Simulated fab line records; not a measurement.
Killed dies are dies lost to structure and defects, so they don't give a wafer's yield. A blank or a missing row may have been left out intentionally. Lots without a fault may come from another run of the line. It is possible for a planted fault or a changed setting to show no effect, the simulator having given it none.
The tool behind it: which one? | flow nand_harc | Sampling: 24 lots, 72 wafers, 4 of 1159 route steps

## WHAT THE GAUGES SHOWED, per wafer
NHARC_P_M1_INSPECT_27.
lot  | measured     | on                | raw_defect_count
L074 | day 6 09:50  | defect_inspect-02 | 315 428 514
L075 | day 6 11:14  | defect_inspect-01 | 275 381 250
L076 | day 6 12:27  | defect_inspect-01 | 288 185 205
L077 | day 7 01:06  | defect_inspect-01 | 191 247 201
L078 | day 7 01:26  | defect_inspect-01 | 306 365 316
L079 | day 7 02:52  | defect_inspect-01 | 209 265 165
L080 | day 7 16:10  | defect_inspect-02 | 313 250 174
L081 | day 7 20:54  | defect_inspect-02 | 286 304 245
L082 | day 7 22:59  | defect_inspect-02 | 773 243 351
L083 | day 8 11:50  | defect_inspect-01 | 333 258 341
L084 | day 8 13:13  | defect_inspect-02 | 360 477 339
L087 | day 9 06:14  | defect_inspect-01 | 396 202 263
L085 | day 9 06:58  | defect_inspect-01 | 278 278 254
L086 | day 9 07:01  | defect_inspect-02 | 183 264 234
L088 | day 9 10:02  | defect_inspect-01 | 257 444 205
L089 | day 10 03:49 | defect_inspect-01 | 140 273 224
L090 | day 10 08:40 | defect_inspect-02 | 189 280 236
L091 | day 10 11:05 | defect_inspect-01 | 404 348 360
L092 | day 10 17:41 | defect_inspect-01 | 261 394 209
L093 | day 10 18:18 | defect_inspect-02 | 314 322 368
L094 | day 10 18:38 | defect_inspect-02 | 246 336 366
L095 | day 11 10:43 | defect_inspect-02 | 302 260 290
L097 | day 11 20:22 | defect_inspect-02 | 506 339 276
L096 | day 11 22:26 | defect_inspect-01 | 217 369 174

## EACH LOT AND THE TOOL THAT RAN IT (in order: tool; ch and the chambers of the sampled wafers; start)
lot  | NHARC_P_GATE_STRIP_75                | NHARC_P_CONTACT_CMP_01        | NHARC_P_M1_PRE_CLEAN_30
L074 | plasma_asher-02 ch 0,1, day 5 10:44  | cmp-02 ch 1,2,3, day 5 17:34  | pvd_sputter-03, day 6 09:50 or earlier
L075 | plasma_asher-02 ch 0,1, day 5 12:05  | cmp-04 ch 1,2,3, day 5 18:56  | pvd_sputter-02, day 6 11:14 or earlier
L076 | plasma_asher-01 ch 0,1, day 5 15:17  | cmp-02 ch 0,2,3, day 5 21:52  | pvd_sputter-02, day 6 12:27 or earlier
L077 | plasma_asher-01 ch 0,1, day 6 04:39  | cmp-03 ch 0,1, day 6 11:16    | pvd_sputter-02, day 7 01:06 or earlier
L078 | plasma_asher-02 ch 0,1, day 6 05:05  | cmp-04 ch 0,2,3, day 6 11:36  | pvd_sputter-02, day 7 01:26 or earlier
L079 | plasma_asher-01 ch 0,1, day 6 07:43  | cmp-03 ch 1,2, day 6 14:44    | pvd_sputter-02, day 7 02:52 or earlier
L080 | plasma_asher-02 ch 0,1, day 6 21:31  | cmp-04 ch 0,1,3, day 7 03:57  | pvd_sputter-02, day 7 16:10 or earlier
L081 | plasma_asher-02 ch 0,1, day 6 23:30  | cmp-03 ch 0,3, day 7 06:19    | pvd_sputter-02, day 7 20:54 or earlier
L082 | plasma_asher-02 ch 0,1, day 7 03:50  | cmp-04 ch 0,2,3, day 7 10:34  | pvd_sputter-02, day 7 22:59 or earlier
L083 | plasma_asher-02 ch 0,1, day 7 13:54  | cmp-04 ch 0,1,3, day 7 21:32  | pvd_sputter-03, day 8 11:50 or earlier
L084 | plasma_asher-02 ch 0,1, day 7 18:44  | cmp-04 ch 0,1,2, day 8 01:41  | pvd_sputter-01, day 8 13:13 or earlier
L087 | plasma_asher-02 ch 0,1, day 8 08:28  | cmp-04 ch 1,2,3, day 8 15:24  | pvd_sputter-03, day 9 06:14 or earlier
L085 | plasma_asher-01 ch 0,1, day 8 09:25  | cmp-04 ch 1,2,3, day 8 16:10  | pvd_sputter-01, day 9 06:58 or earlier
L086 | plasma_asher-02 ch 0,1, day 8 11:04  | cmp-03 ch 0,1,2, day 8 17:34  | pvd_sputter-02, day 9 07:01 or earlier
L088 | plasma_asher-01 ch 0,1, day 8 15:48  | cmp-02 ch 0,1, day 8 22:13    | pvd_sputter-01, day 9 10:02 or earlier
L089 | plasma_asher-01 ch 1, day 9 02:55    | cmp-04 ch 1,3, day 9 09:29    | pvd_sputter-01, day 10 03:49 or earlier
L090 | plasma_asher-01 ch 0,1, day 9 03:35  | cmp-02 ch 0,3, day 9 10:34    | pvd_sputter-01, day 10 08:40 or earlier
L091 | plasma_asher-01 ch 0,1, day 9 12:19  | cmp-02 ch 1,2,3, day 9 19:20  | pvd_sputter-01, day 10 11:05 or earlier
L092 | plasma_asher-02 ch 0,1, day 9 19:06  | cmp-02 ch 0,1,3, day 10 01:59 | pvd_sputter-01, day 10 17:41 or earlier
L093 | plasma_asher-01 ch 0,1, day 9 22:13  | cmp-04 ch 1,2,3, day 10 04:41 | pvd_sputter-03, day 10 18:18 or earlier
L094 | plasma_asher-01 ch 0, day 9 22:35    | cmp-02 ch 1,3, day 10 05:04   | pvd_sputter-01, day 10 18:38 or earlier
L095 | plasma_asher-02 ch 0,1, day 10 16:36 | cmp-02 ch 0,1,2, day 10 22:59 | pvd_sputter-01, day 11 10:43 or earlier
L097 | plasma_asher-01 ch 0,1, day 11 02:07 | cmp-04 ch 0,1,3, day 11 08:43 | pvd_sputter-01, day 11 20:22 or earlier
L096 | plasma_asher-02 ch 0,1, day 11 02:59 | cmp-04 ch 0,1,2, day 11 10:09 | pvd_sputter-01, day 11 22:26 or earlier
- NHARC_P_GATE_STRIP_75: strips in O2.
- NHARC_P_CONTACT_CMP_01: polishes SiO2, target thk 200 nm.
- NHARC_P_M1_PRE_CLEAN_30: time 30 s.

## AS READ BY THE TOOLS THEMSELVES (means over the sampled wafers that have a number; for cases with no such wafer, the mark the record gives instead)
NHARC_P_GATE_STRIP_75.
lot  | tool            | drypump_motor_current_A (A) | heater_power_w (W)
L074 | plasma_asher-02 | 5.6                         | 332
L075 | plasma_asher-02 | 5.8                         | 323
L076 | plasma_asher-01 | 6.2                         | 304
L077 | plasma_asher-01 | 6.0                         | 323
L078 | plasma_asher-02 | 5.6                         | 327
L079 | plasma_asher-01 | 6.1                         | 321
L080 | plasma_asher-02 | 5.8                         | 323
L081 | plasma_asher-02 | 5.6                         | 330
L082 | plasma_asher-02 | 5.6                         | 334
L083 | plasma_asher-02 | 5.6                         | 329
L084 | plasma_asher-02 | 5.6                         | 331
L087 | plasma_asher-02 | 5.8                         | 321
L085 | plasma_asher-01 | 6.3                         | 309
L086 | plasma_asher-02 | 5.8                         | 322
L088 | plasma_asher-01 | 6.1                         | 313
L089 | plasma_asher-01 | 5.9                         | 325
L090 | plasma_asher-01 | 6.3                         | 305
L091 | plasma_asher-01 | 6.3                         | 305
L092 | plasma_asher-02 | 5.9                         | 316
L093 | plasma_asher-01 | 6.3                         | 303
L094 | plasma_asher-01 | 6.5                         | 295
L095 | plasma_asher-02 | 5.8                         | 320
L097 | plasma_asher-01 | 6.3                         | 306
L096 | plasma_asher-02 | 5.6                         | 336

NHARC_P_CONTACT_CMP_01.
lot  | tool   | motor_current_A (A)
L074 | cmp-02 | 12.4
L075 | cmp-04 | 11.8
L076 | cmp-02 | 12.6
L077 | cmp-03 | 12.8
L078 | cmp-04 | 11.6
L079 | cmp-03 | 13.3
L080 | cmp-04 | 12.2
L081 | cmp-03 | 12.5
L082 | cmp-04 | 11.8
L083 | cmp-04 | 11.9
L084 | cmp-04 | 12.3
L087 | cmp-04 | 11.6
L085 | cmp-04 | 11.8
L086 | cmp-03 | 13.0
L088 | cmp-02 | 11.8
L089 | cmp-04 | 12.1
L090 | cmp-02 | 12.1
L091 | cmp-02 | 12.0
L092 | cmp-02 | 12.5
L093 | cmp-04 | 12.3
L094 | cmp-02 | 11.8
L095 | cmp-02 | 12.5
L097 | cmp-04 | 12.3
L096 | cmp-04 | 12.3

NHARC_P_M1_PRE_CLEAN_30.
lot  | tool           | heater_power_w (W)
L074 | pvd_sputter-03 | 400
L075 | pvd_sputter-02 | 369
L076 | pvd_sputter-02 | 374
L077 | pvd_sputter-02 | 363
L078 | pvd_sputter-02 | 372
L079 | pvd_sputter-02 | 355
L080 | pvd_sputter-02 | 379
L081 | pvd_sputter-02 | 373
L082 | pvd_sputter-02 | 361
L083 | pvd_sputter-03 | 399
L084 | pvd_sputter-01 | 417
L087 | pvd_sputter-03 | 400
L085 | pvd_sputter-01 | 424
L086 | pvd_sputter-02 | 394
L088 | pvd_sputter-01 | 392
L089 | pvd_sputter-01 | 383
L090 | pvd_sputter-01 | 407
L091 | pvd_sputter-01 | 392
L092 | pvd_sputter-01 | 416
L093 | pvd_sputter-03 | 435
L094 | pvd_sputter-01 | 388
L095 | pvd_sputter-01 | 400
L097 | pvd_sputter-01 | 418
L096 | pvd_sputter-01 | 409

## THE ANSWER, worked out from the rows above alone
Rule: the usual values come from the lots themselves. Put in order of their means at a reading, lots are off if they are a third of the lots or fewer, leave a main group of 4 or more, and stand apart from it by a gap of 3 or more times the standard deviation of the main group's means; of several such gaps the widest counts. A main group whose means are all the same, to the digits that the tables above print for the reading, isn't used. Also off: a lot with no number at a reading for which 4 or more lots have one. Where the step has rows for the other lots, those lots are counted as sound. After the gauges, taken in route order, come the tools' own readings; for these a lot's mean is taken, as printed above. The first step at which some lot is off is used, and at that step the reading that is off furthest; a lot without a number counts as furthest.
No lot is off at any reading shown: from this, nothing can be told.

## WHAT HAD BEEN PUT IN BY THE SIMULATOR
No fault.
